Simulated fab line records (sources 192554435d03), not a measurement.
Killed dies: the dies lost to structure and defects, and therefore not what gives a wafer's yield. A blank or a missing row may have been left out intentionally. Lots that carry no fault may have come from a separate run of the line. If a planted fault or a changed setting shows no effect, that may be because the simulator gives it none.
Matching of chambers / flow n5_finfet / 4 sister chambers for N5_BEOL_M3_ALD_84 on ald_metal-04
The step deposits TaN, pulse time 2 s, purge time 3 s, co reactant purge time 2 s. 16 wafers are shown with their chamber, then 8 later ones without.

## WAFERS WITH THEIR CHAMBER
wafer=L074.1; chamber=2; heater_power_w (W)=370; precursor_vessel_carrier_sccm (sccm)=997.8; mfc_carrier_sccm (sccm)=1494
wafer=L074.2; chamber=3; heater_power_w (W)=439; precursor_vessel_carrier_sccm (sccm)=1002.1; mfc_carrier_sccm (sccm)=1495
wafer=L074.4; chamber=0; heater_power_w (W)=413; precursor_vessel_carrier_sccm (sccm)=998.2; mfc_carrier_sccm (sccm)=1500
wafer=L076.2; chamber=0; heater_power_w (W)=419; precursor_vessel_carrier_sccm (sccm)=1001.3; mfc_carrier_sccm (sccm)=1497
wafer=L076.3; chamber=2; heater_power_w (W)=363; precursor_vessel_carrier_sccm (sccm)=1001.8; mfc_carrier_sccm (sccm)=1495
wafer=L076.5; chamber=1; heater_power_w (W)=387; precursor_vessel_carrier_sccm (sccm)=1001.6; mfc_carrier_sccm (sccm)=1496
wafer=L082.1; chamber=1; heater_power_w (W)=409; precursor_vessel_carrier_sccm (sccm)=997.3; mfc_carrier_sccm (sccm)=1496
wafer=L082.3; chamber=0; heater_power_w (W)=424; precursor_vessel_carrier_sccm (sccm)=996.0; mfc_carrier_sccm (sccm)=1498
wafer=L082.4; chamber=2; heater_power_w (W)=361; precursor_vessel_carrier_sccm (sccm)=999.5; mfc_carrier_sccm (sccm)=1500
wafer=L084.2; chamber=1; heater_power_w (W)=403; precursor_vessel_carrier_sccm (sccm)=1002.2; mfc_carrier_sccm (sccm)=1510
wafer=L084.3; chamber=3; heater_power_w (W)=433; precursor_vessel_carrier_sccm (sccm)=1001.7; mfc_carrier_sccm (sccm)=1500
wafer=L084.6; chamber=2; heater_power_w (W)=359; precursor_vessel_carrier_sccm (sccm)=1001.0; mfc_carrier_sccm (sccm)=1501
wafer=L085.1; chamber=2; heater_power_w (W)=370; precursor_vessel_carrier_sccm (sccm)=1002.0; mfc_carrier_sccm (sccm)=1507
wafer=L085.3; chamber=1; heater_power_w (W)=409; precursor_vessel_carrier_sccm (sccm)=999.4; mfc_carrier_sccm (sccm)=1501
wafer=L085.4; chamber=3; heater_power_w (W)=440; precursor_vessel_carrier_sccm (sccm)=1001.7; mfc_carrier_sccm (sccm)=1500
wafer=L091.1; chamber=2; heater_power_w (W)=372; precursor_vessel_carrier_sccm (sccm)=996.4; mfc_carrier_sccm (sccm)=1505

SIGNATURES, as means of the wafers listed above
reading=heater_power_w; chamber 0=418.67; chamber 1=402.00; chamber 2=365.83; chamber 3=437.33; scatter within a chamber=6.86
reading=precursor_vessel_carrier_sccm; chamber 0=998.500; chamber 1=1000.125; chamber 2=999.750; chamber 3=1001.833; scatter within a chamber=2.14
reading=mfc_carrier_sccm; chamber 0=1498.33; chamber 1=1500.75; chamber 2=1500.33; chamber 3=1498.33; scatter within a chamber=4.89
Rule: a wafer lies at a distance from a chamber equal to the root of the sum of squares, over the readings, of (its reading less the chamber's mean, divided by the reading's scatter). The wafer belongs to the nearest chamber; if the next one is less than 2 further off, it can't be placed. How the scatter is found: for the shown wafers, subtract from each reading the mean of its chamber, square and add these, divide the total by (wafers less chambers), then take the root.

## WAFERS WHOSE CHAMBER IS MISSING
wafer=L091.2; heater_power_w (W)=394; precursor_vessel_carrier_sccm (sccm)=1001.4; mfc_carrier_sccm (sccm)=1497
wafer=L091.6; heater_power_w (W)=366; precursor_vessel_carrier_sccm (sccm)=999.0; mfc_carrier_sccm (sccm)=1500
wafer=L093.1; heater_power_w (W)=362; precursor_vessel_carrier_sccm (sccm)=1004.5; mfc_carrier_sccm (sccm)=1507
wafer=L093.3; heater_power_w (W)=413; precursor_vessel_carrier_sccm (sccm)=1000.3; mfc_carrier_sccm (sccm)=1505
wafer=L093.4; heater_power_w (W)=442; precursor_vessel_carrier_sccm (sccm)=998.9; mfc_carrier_sccm (sccm)=1497
wafer=L095.4; heater_power_w (W)=432; precursor_vessel_carrier_sccm (sccm)=1001.4; mfc_carrier_sccm (sccm)=1506
wafer=L095.5; heater_power_w (W)=367; precursor_vessel_carrier_sccm (sccm)=995.5; mfc_carrier_sccm (sccm)=1505
wafer=L095.6; heater_power_w (W)=404; precursor_vessel_carrier_sccm (sccm)=1003.9; mfc_carrier_sccm (sccm)=1500

## THE CHAMBER EACH PASSED THROUGH
wafer=L091.2; from the rows above=1; in truth=1
wafer=L091.6; from the rows above=2; in truth=2
wafer=L093.1; from the rows above=2; in truth=2
wafer=L093.3; from the rows above=can't be placed: 0 or 1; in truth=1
wafer=L093.4; from the rows above=can't be placed: 3 or 0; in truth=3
wafer=L095.4; from the rows above=can't be placed: 3 or 0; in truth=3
wafer=L095.5; from the rows above=2; in truth=2
wafer=L095.6; from the rows above=can't be placed: 1 or 0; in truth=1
Correct placement for 4 of the 8. Cannot be placed on the basis of these rows: 4; the candidates contain the true chamber in 4. 0 placed wrongly.
